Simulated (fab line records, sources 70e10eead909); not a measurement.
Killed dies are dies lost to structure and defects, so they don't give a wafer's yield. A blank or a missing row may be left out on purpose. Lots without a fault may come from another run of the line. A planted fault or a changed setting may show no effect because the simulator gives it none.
Which tool did it? | flow nand_harc | 15 lots, 45 wafers sampled, at 1 step of a route of 1302

WHAT THE GAUGES READ, wafer by wafer
NHARC_A_CONTACT_INSPECT_44.
lot  | measured     | on                | raw_defect_count
L322 | day 21 08:29 | defect_inspect-01 | 69 62 70
L321 | day 22 01:16 | defect_inspect-01 | 105 102 98
L324 | day 22 11:41 | defect_inspect-02 | 87 55 51
L325 | day 22 15:58 | defect_inspect-01 | 62 63 72
L327 | day 23 16:50 | defect_inspect-02 | 26 34 33
L328 | day 25 00:34 | defect_inspect-02 | 27 39 36
L330 | day 25 11:31 | defect_inspect-01 | 68 75 83
L331 | day 26 03:44 | defect_inspect-01 | 100 80 91
L332 | day 26 12:25 | defect_inspect-01 | 62 80 61
L334 | day 26 13:50 | defect_inspect-01 | 68 62 62
L335 | day 27 01:09 | defect_inspect-01 | 58 66 54
L336 | day 27 01:18 | defect_inspect-02 | 102 91 102
L338 | day 28 13:20 | defect_inspect-01 | 98 116 119
L343 | day 30 11:02 | defect_inspect-02 | 98 102 119
L344 | day 31 04:20 | defect_inspect-01 | 140 124 135

WHICH TOOL RAN EACH LOT (tool, then ch and the chambers of the sampled wafers, then the start)
The record holds no process step before these readings.

WHAT THE TOOLS THEMSELVES READ (means of the sampled wafers that have a number; where no wafer has one, the mark that the record gives instead)
The record holds no such reading with a usual standard deviation.

THE ANSWER, worked out from the rows above alone
Rule: what is usual is taken from the lots themselves. Put in order of their means at a reading, lots are off if they are a third of the lots or fewer, leave a main group of 4 or more, and stand apart from it by a gap of 3 or more times the standard deviation of the main group's means; of several such gaps the widest counts. A main group whose means are all the same, to the digits that the tables above print for the reading, isn't used. A lot without any number at a reading at which 4 lots or more have one is off too. The other lots that the step has rows for count as sound. The gauges are gone through in route order, then the tools' own readings, and for those a lot's mean is taken as printed above. The first step at which some lot is off is used, and at that step the reading that is off furthest; a lot without a number counts as furthest.
No lot is off at any reading shown: from this, nothing can be told.

WHAT THE SIMULATOR HAD PUT IN
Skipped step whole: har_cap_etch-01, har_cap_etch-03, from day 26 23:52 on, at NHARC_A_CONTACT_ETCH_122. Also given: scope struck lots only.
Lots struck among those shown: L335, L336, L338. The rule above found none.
